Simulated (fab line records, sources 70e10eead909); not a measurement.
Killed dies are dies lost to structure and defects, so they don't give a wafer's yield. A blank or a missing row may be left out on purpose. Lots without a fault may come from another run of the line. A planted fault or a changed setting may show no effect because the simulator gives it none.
Chamber matching | flow nand_harc | NHARC_P_M0_ETCH_15 on rie_diel-02: 4 sister chambers
The step etches the open film in C4F8/Ar, target depth 150 nm, overetch 15 nm, time 82.5 s. 4 wafers are shown with their chamber, then 7 later ones without.

WAFERS WITH THEIR CHAMBER
wafer  | chamber | rf_vpp_V (V)
L414.6 | 3       | 440.3
L426.5 | 2       | 439.2
L427.3 | 0       | 436.9
L427.5 | 1       | 439.2

WAFERS WITHOUT THEIR CHAMBER
wafer  | rf_vpp_V (V)
L427.6 | 437.6
L429.4 | 439.6
L429.5 | 439.3
L429.6 | 437.7
L428.2 | 437.7
L428.3 | 439.2
L428.4 | 436.3

WHICH CHAMBER EACH WENT THROUGH
wafer  | from the rows above          | in truth
L427.6 | can't be placed: 0 or 1 or 2 | 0
L429.4 | can't be placed: 1 or 2 or 3 | 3
L429.5 | can't be placed: 1 or 2 or 3 | 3
L429.6 | can't be placed: 0 or 1 or 2 | 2
L428.2 | can't be placed: 0 or 1 or 2 | 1
L428.3 | can't be placed: 1 or 2 or 3 | 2
L428.4 | 0                            | 0
Placed correctly: 1 of 7. Can't be placed from these rows: 6 (the true chamber is among the candidates in 6). Placed wrongly: 0.
How it was worked out, from the rows above alone: a wafer's distance from a chamber is the root of the sum, over the readings, of the square of ((its reading less the chamber's mean) divided by the reading's scatter). The wafer belongs to the nearest chamber; if the next one is less than 2 further off, it can't be placed. A chamber's mean is the mean of its shown wafers. The scatter: with one shown wafer a chamber, the root of the mean of the squares of how far each hidden wafer lies from its nearest shown one.
